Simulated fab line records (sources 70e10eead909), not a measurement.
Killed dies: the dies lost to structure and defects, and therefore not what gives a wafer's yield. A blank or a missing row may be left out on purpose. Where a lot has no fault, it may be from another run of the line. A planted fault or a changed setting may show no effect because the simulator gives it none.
Comparing a struck lot with a sound one | flow nand-harc | 13 steps out of a route of 1159
Sound: the wafers L918.1, L918.3, L918.4. Struck: wafer L927.2. (L927.3 of the same lot was not struck and is left out.) The cause comes at the end.
For every step that has rows: the tool of each side, followed by ch and its chambers, followed by its first start. Under that, the readings that differ: sound wafers | struck wafers | difference of the means | sigmas: that difference in standard deviations of wafers without a fault.
alike: words and numbers the same on both sides, and readings whose means are apart by under 2 such deviations; not compared: readings that were withheld, readings missing a value for some wafer, numbers with overlapping values and no deviation given by the record, and bounds like >300 which may hide the same value.
The two part at a step that has a row with sigmas, a row that says differs or no value, or rows on one side only. Non-overlapping numbers with no deviation appear without sigmas and do not part them. Lack of a reading on every wafer of one side parts them only where that side has two or more wafers.

first, 2 steps without rows for these wafers: NHARC_A_SOURCE_PLATE_SRD_01; NHARC_A_SOURCE_PLATE_OXIDE_02 (material SiO2, target thk 10 nm, ox time 1362 s).
NHARC_A_SOURCE_PLATE_THK_MEAS_09: measures by ellipsometry.
  sound: film-metro-02 at day 6 22:29; struck: film-metro-02 at day 9 10:12
  alike: thk-nm
then, 3 steps without rows for these wafers: NHARC_A_SOURCE_PLATE_PVD_04 (deposits WSi2, target thk 50 nm); NHARC_A_SOURCE_PLATE_CVD_03 (deposits poly-Si, target thk 200 nm, time 4000 s); NHARC_A_SOURCE_PLATE_ANNEAL_05 (time 1800 s).
NHARC_A_SOURCE_PLATE_THK_MEAS_06: measures by ellipsometry.
  sound: film-metro-01 at day 7 13:58; struck: film-metro-01 at day 9 23:14
  alike: thk-nm
NHARC_A_SOURCE_PLATE_INSPECT_08:
  sound: defect-inspect-01 at day 7 14:02; struck: defect-inspect-02 at day 9 23:18
  alike: raw-defect-count
after that, 1 step with no rows for these wafers: NHARC_A_ONON_D1_DEP_00 (target thk 1000 nm).
NHARC_A_ONON_D1_THK_MEAS_02: measures by ellipsometry.
  sound: film-metro-02 at day 7 14:56; struck: film-metro-01 at day 9 23:52
  alike: thk-nm
NHARC_A_ONON_D1_DEP_03: target thk 1000 nm.
  sound on pecvd-onon-04 ch 0, day 7 15:08; struck on pecvd-onon-03 ch 0, day 9 23:59
NHARC_A_ONON_D1_THK_MEAS_05: measures by ellipsometry.
  sound: film-metro-02 at day 7 15:38; struck: film-metro-01 at day 10 00:26
  reading     | sound       | struck | difference | sigmas
  thk-nm (nm) | 998 998 999 | 1534   | +536       | +49
after that, 1 step with no rows for these wafers: NHARC_A_ONON_D1_DEP_06 (target thk 1000 nm).

## WHERE THEY PART
NHARC_A_ONON_D1_THK_MEAS_05 only, going by this record.

WHY: whatever the simulator had introduced
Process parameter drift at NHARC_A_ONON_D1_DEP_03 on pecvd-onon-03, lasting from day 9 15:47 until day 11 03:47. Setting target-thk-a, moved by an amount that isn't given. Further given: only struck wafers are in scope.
